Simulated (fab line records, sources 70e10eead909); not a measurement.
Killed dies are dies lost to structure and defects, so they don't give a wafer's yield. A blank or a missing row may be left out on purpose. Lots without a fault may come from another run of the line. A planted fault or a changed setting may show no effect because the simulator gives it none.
Problem report in the 8D (eight disciplines) form, filled by code | flow nand_harc | the parts of the form that need people (team, actions taken, sign-off) are left out

1. THE PROBLEM
cd_nm at NHARC_P_M0_CD_MEAS_09 reads a mean of 83.7 nm on 6 wafers of 2 lots; wafers without a fault read 90.1 nm with a standard deviation of 0.76. That is -8.4 standard deviations from the usual mean.
The step: target cd 90 nm.
First seen on wafer L909.1, day 12 06:32, on cd_sem-03. The record holds 39 wafers of 13 lots with a number at this step. Rule for "out", or "out of limits": more than 4 standard deviations from the usual mean. The other wafers with a number count as sound.

2. WHAT IT IS AND WHAT IT IS NOT
question                    | is                     | is not
which readings at this step | cd_nm                  | -
which lots                  | L908, L909             | L896, L897, L898, L900, L901, L902, L912, L913, L915, L916, L918
which wafers of those lots  | all that have a number | -
read on which gauges        | cd_sem-01, cd_sem-03   | cd_sem-02
when                        | from day 12 06:32      | up to then (18 sound wafers); but 15 sound wafers of L912, L913, L915, L916, L918 came after

3. SUSPECTS, AND WHAT RULES EACH OUT
Counting: a tool at a process step up to the reading stays a suspect if it ran every lot that is out and no sound lot after the first of them.
- the gauge at NHARC_P_M0_CD_MEAS_09: ruled out. The wafers that are out were read on 2 gauges (cd_sem-01, cd_sem-03).
- litho_track-01 at NHARC_P_M0_PEB_07 (peb time 65 s): ruled out as a lasting fault. Sound lots L916 ran on it after its first lot that is out, L909 (day 12 06:27).
Left after counting: nothing in the record.

4. THE CAUSE (what the simulator had put in)
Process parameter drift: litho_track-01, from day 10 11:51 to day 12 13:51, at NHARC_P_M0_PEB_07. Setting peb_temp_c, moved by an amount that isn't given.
Counting ruled it out, wrongly: the rule takes a fault to strike every lot that its tool runs from its start on, and this one did not.

5. THE CHAIN OF EFFECTS, in route order
Each row: a reading whose mean over the struck wafers that have a number lies more than 3 standard deviations from the usual. Only readings for which the record gives a usual standard deviation are gone through. hours: the time from each lot's start at the first step in this table that gives one to its start at this step, as a median over the lots. sigmas: the change in usual standard deviations.
hours | step                  | reading              | usual   | on struck wafers | change | sigmas
0     | NHARC_P_M0_PEB_07     | heater_power_total_W | 156.6 W | 152.8            | -3.8   | -8.7
0     | NHARC_P_M0_PEB_07     | plate_temp_C         | 99.99 C | 98.15            | -1.84  | -14
0     | NHARC_P_M0_CD_MEAS_09 | cd_nm                | 90.1 nm | 83.7             | -6.4   | -8.4
1     | NHARC_P_M0_CD_MEAS_16 | cd_nm                | 90.0 nm | 83.1             | -6.9   | -6.9
The process steps in it:
- NHARC_P_M0_PEB_07: peb time 65 s.
Later measuring or inspecting steps at which every struck wafer that the step has a row for has a number for every such reading, and none has moved that far: NHARC_END_SORT_01.

6. WHAT WOULD HAVE CAUGHT IT SOONER
In this record the first reading out of limits at a measuring or inspecting step was taken at day 12 06:32, 43 hours after the fault began at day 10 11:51.
The tool's own readings at NHARC_P_M0_PEB_07 were out on every struck wafer that the step has a row for (heater_power_total_W, plate_temp_C): an alarm limit on them would have fired on the first of those.
